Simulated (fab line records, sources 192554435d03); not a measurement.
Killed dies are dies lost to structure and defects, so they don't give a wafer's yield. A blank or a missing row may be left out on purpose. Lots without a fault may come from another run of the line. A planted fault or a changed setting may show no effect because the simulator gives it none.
Problem report in the 8D (eight disciplines) form, filled by code | flow n5_finfet | the parts of the form that need people (team, actions taken, sign-off) are left out

1. THE PROBLEM
raw_defect_count at N5_STI_FIN_REVEAL_INSPECT_13 reads a mean of 327 on 6 wafers of 2 lots; wafers without a fault read 12 with a standard deviation of 4.8. That is +66 standard deviations from the usual mean.
The step: inspects for defects (darkfield).
First seen on wafer L133.2, day 4 22:55, on defect_inspect-02. The record holds 27 wafers of 9 lots with a number at this step. Rule for "out", or "out of limits": more than 4 standard deviations from the usual mean. The other wafers with a number count as sound.

2. WHAT IT IS AND WHAT IT IS NOT
question                    | is                     | is not
which readings at this step | raw_defect_count       | -
which lots                  | L133, L136             | L124, L127, L129, L131, L139, L141, L142
which wafers of those lots  | all that have a number | -
read on which gauges        | defect_inspect-02      | defect_inspect-01
when                        | from day 4 22:55       | up to then (12 sound wafers); but 9 sound wafers of L139, L141, L142 came after

3. SUSPECTS, AND WHAT RULES EACH OUT
Counting: a tool at a process step up to the reading stays a suspect if it ran every lot that is out and no sound lot after the first of them.
- the gauge at N5_STI_FIN_REVEAL_INSPECT_13: ruled out. All the wafers that are out were read on defect_inspect-02, but those of them that N5_PASSIVATION_PROBE_49 has rows for are out there too, on other tools.
- cmp-03 at N5_STI_FIN_REVEAL_CMP_04 (polishes, stops on Si3N4, t overpolish 4 s, target thk 131.83 nm): kept. It ran every lot that is out, first L133 (day 4 19:17), and no sound lot after that; its last sound lot up to then is L131 (day 4 05:13).
- rie_si-02 at N5_STI_FIN_REVEAL_ETCH_34 (etches Si in H2, material Si, target depth 0.97 nm): kept. It ran every lot that is out, first L133 (day 4 22:13), and no sound lot after that; its last sound lot up to then is L129 (day 3 19:17).
Left after counting: cmp-03 at N5_STI_FIN_REVEAL_CMP_04, rie_si-02 at N5_STI_FIN_REVEAL_ETCH_34.

4. THE CAUSE (what the simulator had put in)
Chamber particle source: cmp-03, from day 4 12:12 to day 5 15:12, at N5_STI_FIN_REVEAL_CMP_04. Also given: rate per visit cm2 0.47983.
Counting left 2 suspects, and this tool is among them.

5. THE CHAIN OF EFFECTS, in route order
Each row: a reading whose mean over the struck wafers that have a number lies more than 3 standard deviations from the usual. Only readings for which the record gives a usual standard deviation are gone through. hours: the time from each lot's start at the first step in this table that gives one to its start at this step, as a median over the lots. sigmas: the change in usual standard deviations.
hours | step                         | reading              | usual  | on struck wafers | change | sigmas
0     | N5_STI_FIN_REVEAL_INSPECT_13 | raw_defect_count     | 12     | 327              | +315   | +66
238   | N5_PASSIVATION_PROBE_49      | defect_limited_yield | 91.3 % | 69.4             | -21.9  | -15
238   | N5_PASSIVATION_PROBE_49      | killed_at_front_end  | 39     | 298              | +259   | +20
238   | N5_PASSIVATION_PROBE_49      | killed_dies          | 103    | 361              | +258   | +14
238   | N5_PASSIVATION_PROBE_49      | killed_on_rim        | 14     | 47               | +33    | +7.5
238   | N5_PASSIVATION_PROBE_49      | sort_bin_5_function  | 5.1 %  | 18.3             | +13.2  | +13
238   | N5_PASSIVATION_PROBE_49      | sort_bin_6_memory    | 3.3 %  | 10.6             | +7.3   | +11
238   | N5_PASSIVATION_PROBE_49      | sort_n_pass          | 1077   | 818              | -258   | -14
238   | N5_PASSIVATION_PROBE_49      | sort_yield_pct       | 91.2 % | 69.3             | -21.9  | -15
The process steps in it:
- N5_PASSIVATION_PROBE_49
Later measuring or inspecting steps at which every struck wafer that the step has a row for has a number for every such reading, and none has moved that far: N5_BEOL_M4_RC_MEAS_101.

6. WHAT WOULD HAVE CAUGHT IT SOONER
In this record the first reading out of limits at a measuring or inspecting step was taken at day 4 22:55, 11 hours after the fault began at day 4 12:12.
Of the tool readings at N5_STI_FIN_REVEAL_CMP_04 for which the record gives a usual standard deviation, none was out on any struck wafer, so an alarm limit of 4 standard deviations on them would not have fired.
Of the lots that are out (2), L136 began N5_STI_FIN_REVEAL_CMP_04 on cmp-03 after day 4 22:55. A hold on the tool at that time would have spared it.
